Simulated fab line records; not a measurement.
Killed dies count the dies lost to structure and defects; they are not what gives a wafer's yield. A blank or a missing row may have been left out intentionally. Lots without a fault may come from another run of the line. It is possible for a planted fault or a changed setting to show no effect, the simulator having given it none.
Matching of chambers || flow n5_finfet || N5_FIN_CUT_STRIP_22 on rie_diel-05: 4 sister chambers
The step strips in N2/H2. 4 wafers are shown with their chamber, then 8 later ones without.

## WAFERS, EACH WITH ITS CHAMBER
{"wafer": "L091.2", "chamber": 0, "showerhead_plenum_p_Torr (Torr)": 3.24}
{"wafer": "L091.3", "chamber": 3, "showerhead_plenum_p_Torr (Torr)": 3.49}
{"wafer": "L091.6", "chamber": 1, "showerhead_plenum_p_Torr (Torr)": 3.20}
{"wafer": "L092.2", "chamber": 2, "showerhead_plenum_p_Torr (Torr)": 3.45}

## WAFERS WITHOUT THEIR CHAMBER
{"wafer": "L092.3", "showerhead_plenum_p_Torr (Torr)": 3.20}
{"wafer": "L092.4", "showerhead_plenum_p_Torr (Torr)": 3.49}
{"wafer": "L096.1", "showerhead_plenum_p_Torr (Torr)": 3.23}
{"wafer": "L096.3", "showerhead_plenum_p_Torr (Torr)": 3.20}
{"wafer": "L096.5", "showerhead_plenum_p_Torr (Torr)": 3.44}
{"wafer": "L097.1", "showerhead_plenum_p_Torr (Torr)": 3.23}
{"wafer": "L097.3", "showerhead_plenum_p_Torr (Torr)": 3.44}
{"wafer": "L097.5", "showerhead_plenum_p_Torr (Torr)": 3.44}

## THE CHAMBER EACH PASSED THROUGH
{"wafer": "L092.3", "from the rows above": 1, "in truth": 1}
{"wafer": "L092.4", "from the rows above": 3, "in truth": 3}
{"wafer": "L096.1", "from the rows above": 0, "in truth": 0}
{"wafer": "L096.3", "from the rows above": 1, "in truth": 1}
{"wafer": "L096.5", "from the rows above": 2, "in truth": 2}
{"wafer": "L097.1", "from the rows above": 0, "in truth": 0}
{"wafer": "L097.3", "from the rows above": 2, "in truth": 2}
{"wafer": "L097.5", "from the rows above": 2, "in truth": 2}
Correctly placed: 8 of 8. From these rows, 0 cannot be placed. 0 placed wrongly.
How it was worked out, from the rows above alone: a wafer's distance from a chamber is the root of the sum, over the readings, of the square of ((its reading less the chamber's mean) divided by the reading's scatter). The wafer belongs to the nearest chamber; if the next one is less than 2 further off, it can't be placed. For every chamber, the mean is computed from those of its wafers that are shown. The scatter: with one shown wafer a chamber, the root of the mean of the squares of how far each hidden wafer lies from its nearest shown one.
